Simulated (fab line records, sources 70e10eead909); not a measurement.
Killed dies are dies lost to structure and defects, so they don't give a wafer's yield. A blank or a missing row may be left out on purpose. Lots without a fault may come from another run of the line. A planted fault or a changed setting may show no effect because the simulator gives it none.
Chamber matching | flow nand_harc | NHARC_A_BLC_STRIP_21 on rie_diel-09: 4 sister chambers
The step strips in O2. 16 wafers are shown with their chamber, then 8 later ones without.

WAFERS WITH THEIR CHAMBER
wafer  | chamber | showerhead_plenum_p_Torr (Torr) | drypump_motor_current_A (A) | oes_product_au (a.u.)
L140.2 | 3       | 3.48                            | 6.13                        | 1.006
L140.5 | 0       | 3.77                            | 5.95                        | 1.004
L140.6 | 1       | 3.61                            | 5.88                        | 0.986
L142.3 | 0       | 3.77                            | 5.99                        | 0.996
L142.4 | 3       | 3.48                            | 6.10                        | 0.999
L142.6 | 2       | 3.60                            | 5.80                        | 1.020
L141.1 | 2       | 3.60                            | 5.80                        | 1.014
L141.2 | 3       | 3.48                            | 6.15                        | 1.003
L141.4 | 1       | 3.61                            | 5.90                        | 0.992
L152.1 | 0       | 3.76                            | 5.97                        | 1.000
L152.3 | 2       | 3.59                            | 5.80                        | 1.017
L152.4 | 1       | 3.60                            | 5.88                        | 1.000
L151.2 | 3       | 3.47                            | 6.15                        | 1.021
L151.4 | 1       | 3.60                            | 5.88                        | 0.999
L151.6 | 2       | 3.59                            | 5.77                        | 1.020
L156.1 | 0       | 3.76                            | 5.98                        | 0.982

SIGNATURES (means of the wafers above)
reading                  | chamber 0 | chamber 1 | chamber 2 | chamber 3 | scatter within a chamber
showerhead_plenum_p_Torr | 3.7650    | 3.6050    | 3.5950    | 3.4775    | 0.00559
drypump_motor_current_A  | 5.9725    | 5.8850    | 5.7925    | 6.1325    | 0.0171
oes_product_au           | 0.99550   | 0.99425   | 1.01775   | 1.00725   | 0.00767
Rule: a wafer's distance from a chamber is the root of the sum, over the readings, of the square of ((its reading less the chamber's mean) divided by the reading's scatter). The wafer belongs to the nearest chamber; if the next one is less than 2 further off, it can't be placed. The scatter: the root of (the sum of the squares of (reading less its chamber's mean) over the shown wafers, divided by (wafers less chambers)).

WAFERS WITHOUT THEIR CHAMBER
wafer  | showerhead_plenum_p_Torr (Torr) | drypump_motor_current_A (A) | oes_product_au (a.u.)
L156.5 | 3.76                            | 6.00                        | 0.968
L156.6 | 3.60                            | 5.89                        | 1.017
L160.1 | 3.76                            | 6.01                        | 0.986
L160.3 | 3.47                            | 6.13                        | 1.021
L160.6 | 3.60                            | 5.90                        | 1.020
L161.2 | 3.60                            | 5.89                        | 1.004
L161.5 | 3.59                            | 5.80                        | 1.000
L161.6 | 3.47                            | 6.18                        | 1.010

WHICH CHAMBER EACH WENT THROUGH
wafer  | from the rows above | in truth
L156.5 | 0                   | 0
L156.6 | 1                   | 1
L160.1 | 0                   | 0
L160.3 | 3                   | 3
L160.6 | 1                   | 1
L161.2 | 1                   | 1
L161.5 | 2                   | 2
L161.6 | 3                   | 3
Placed correctly: 8 of 8. Can't be placed from these rows: 0. Placed wrongly: 0.
